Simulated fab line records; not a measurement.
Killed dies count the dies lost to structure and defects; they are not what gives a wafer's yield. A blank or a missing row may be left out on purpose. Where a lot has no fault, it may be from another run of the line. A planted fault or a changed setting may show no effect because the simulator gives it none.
What tool caused it?    flow nand_harc    39 wafers sampled from 13 lots at 1 step of a route of 1302

## WHAT EACH GAUGE READ, for each wafer
NHARC_P_M2_INSPECT_11.
lot   measured      on                 raw_defect_count
L398  day 7 05:26   defect_inspect-01  2 0 4
L399  day 7 05:41   defect_inspect-01  1 3 7
L400  day 7 13:44   defect_inspect-02  2 8 9
L402  day 8 06:08   defect_inspect-01  4 1 2
L401  day 8 06:57   defect_inspect-02  5 5 5
L403  day 8 21:41   defect_inspect-01  7 2 5
L404  day 9 10:14   defect_inspect-02  2 3 3
L405  day 9 21:26   defect_inspect-01  11 8 3
L408  day 11 05:34  defect_inspect-02  12 9 6
L409  day 11 16:54  defect_inspect-01  10 6 9
L413  day 13 04:32  defect_inspect-02  3 9 4
L416  day 14 09:14  defect_inspect-01  2 6 3
L418  day 15 07:10  defect_inspect-01  5 4 9

## WHAT TOOL EACH LOT RAN ON (gives the tool, then ch and the chambers of the sampled wafers, and finally the start)
Record: no process step prior to these readings.

## WHAT THE TOOLS THEMSELVES READ (means of the sampled wafers that have a number; where no wafer has one, the mark that the record gives instead)
The record holds no such reading with a usual standard deviation.

## THE ANSWER, worked out from the rows above alone
Rule: the usual values come from the lots themselves. The widest of any qualifying gaps counts: lots, ordered by their means at a reading, are off when they make up no more than a third of the lots, leave a main group of 4 or more, and stand apart from it by 3 or more times the standard deviation of that group's means. If all means in a main group match to the digits the tables above print for the reading, that group is not used. Also off: a lot with no number at a reading for which 4 or more lots have one. Any other lot the step has rows for is counted as sound. The gauges are gone through in route order, then the tools' own readings, and for those a lot's mean is taken as printed above. At the first step where some lot is off, the reading lying furthest off is the one used; lots without a number count as furthest.
No lot is off at any reading shown: from this, nothing can be told.

## WHAT THE SIMULATOR HAD INSERTED
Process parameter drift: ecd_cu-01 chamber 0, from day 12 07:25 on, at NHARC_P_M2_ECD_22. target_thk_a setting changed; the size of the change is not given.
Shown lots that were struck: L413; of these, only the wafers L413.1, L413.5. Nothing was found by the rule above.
